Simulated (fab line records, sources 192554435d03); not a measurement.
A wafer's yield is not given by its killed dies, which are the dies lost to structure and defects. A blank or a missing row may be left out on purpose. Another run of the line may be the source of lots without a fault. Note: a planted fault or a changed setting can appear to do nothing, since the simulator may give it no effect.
Matching of chambers | flow n5Finfet | N5_BEOL_M8_ETCH_65 on rieDiel-04: 4 sister chambers
The step etches SiARC in CF4, target depth 15.6 nm, time 26 s. 4 wafers are shown with their chamber, then 11 later ones without.

== WAFERS, EACH WITH ITS CHAMBER ==
wafer  | chamber | drypumpMotorCurrentA (A)
L086.4 | 0       | 5.8
L084.5 | 3       | 5.6
L084.6 | 2       | 4.8
L088.2 | 1       | 5.3

== WAFERS WITHOUT THEIR CHAMBER ==
wafer  | drypumpMotorCurrentA (A)
L088.5 | 5.3
L088.6 | 5.9
L091.1 | 5.8
L091.3 | 4.8
L091.4 | 4.8
L094.1 | 4.8
L094.2 | 5.6
L094.3 | 5.8
L094.4 | 5.3
L094.5 | 5.6
L094.6 | 5.9

== WHICH CHAMBER EACH ONE RAN IN ==
wafer  | from the rows above | in truth
L088.5 | 1                   | 1
L088.6 | 0                   | 0
L091.1 | 0                   | 0
L091.3 | 2                   | 2
L091.4 | 2                   | 2
L094.1 | 2                   | 2
L094.2 | 3                   | 3
L094.3 | 0                   | 0
L094.4 | 1                   | 1
L094.5 | 3                   | 3
L094.6 | 0                   | 0
11 of 11 placed correctly. From these rows, 0 cannot be placed. Wrongly placed: 0.
How it was worked out, from the rows above alone: a wafer's distance from a chamber is the root of the sum, over the readings, of the square of ((its reading less the chamber's mean) divided by the reading's scatter). If the next closest chamber is less than 2 further off than the closest, the wafer can't be placed; otherwise it belongs to the closest. For every chamber, the mean is computed from those of its wafers that are shown. The scatter: with one shown wafer a chamber, the root of the mean of the squares of how far each hidden wafer lies from its nearest shown one.
